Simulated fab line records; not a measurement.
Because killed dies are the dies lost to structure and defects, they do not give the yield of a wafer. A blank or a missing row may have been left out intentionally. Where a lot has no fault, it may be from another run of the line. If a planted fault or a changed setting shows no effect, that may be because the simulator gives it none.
8D (eight disciplines) problem report, filled in by code :: flow n5Finfet :: the parts of the form that need people (team, actions taken, sign-off) are left out

1. PROBLEM STATEMENT
At N5_MOL_CONTACT_COAG_ALD_123, susceptorTempC averages 431.71 C over 6 wafers from 2 lots, while fault-free wafers read 399.99 C, standard deviation 0.22. That is +99 or more standard deviations from the usual mean.
The step: deposits SiNx, target thk 5 nm, pulse time 1 s, purge time 2 s.
Earliest sighting: wafer L803.2 on aldSin-02 at day 6 19:47. The record holds 27 wafers of 9 lots with a number at this step. Rule for "out" (also "out of limits"): further than 4 standard deviations from the usual mean. The other wafers with a number count as sound.

2. WHAT IT IS AND WHAT IT IS NOT
question: which readings at this step
is: susceptorTempC
is not: precursorPulseHeightRel

question: which lots
is: L803, L804
is not: L802, L812, L814, L817, L818, L819, L820

question: which wafers of those lots
is: all that have a number
is not: -

question: read on which tools
is: aldSin-02
is not: aldSin-01, aldSin-03

question: when
is: from day 6 19:47
is not: up to then (3 sound wafers); but 18 sound wafers of L812, L814, L817, L818, L819, L820 came after

3. THE SUSPECTS, EACH WITH WHAT RULES IT OUT
Counting: any tool at a process step up to the reading is kept as a suspect provided that every lot that is out went through it and no sound lot did after the first of them.
- aldSin-02 at N5_MOL_CONTACT_COAG_ALD_123 (deposits SiNx, target thk 5 nm, pulse time 1 s, purge time 2 s): ruled out as a lasting fault. The sound lots L818 went through it after L803, its earliest lot that is out (day 6 19:47).
Left after counting: nothing in the record.

4. THE CAUSE (what the simulator had put in)
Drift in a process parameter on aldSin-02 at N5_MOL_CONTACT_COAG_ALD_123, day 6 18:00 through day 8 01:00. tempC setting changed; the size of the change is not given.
Counting ruled it out, wrongly.

5. THE CHAIN OF EFFECTS, in route order
One row per reading whose mean, taken over the struck wafers that have a number, lies over 3 standard deviations from the usual. Only readings whose record carries a usual standard deviation are examined. hours: median over the lots of the time between each lot's start at the first step of this table that gives one and its start at this step. sigmas: the change, counted in usual standard deviations.
hours: 0
step: N5_MOL_CONTACT_COAG_ALD_123
reading: susceptorTempC
usual: 399.99 C
on struck wafers: 431.71
change: +31.72
sigmas: +99 or more
Process steps it contains:
- N5_MOL_CONTACT_COAG_ALD_123: deposits SiNx, target thk 5 nm, pulse time 1 s, purge time 2 s.
Later measuring or inspecting steps at which every struck wafer that the step has a row for has a number for every such reading, and none has moved that far: N5_BEOL_M4_RC_MEAS_101.

6. HOW IT WOULD HAVE BEEN CAUGHT EARLIER
First out-of-limits reading in this record: day 6 19:47, which is 2 hours after fault onset at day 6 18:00.
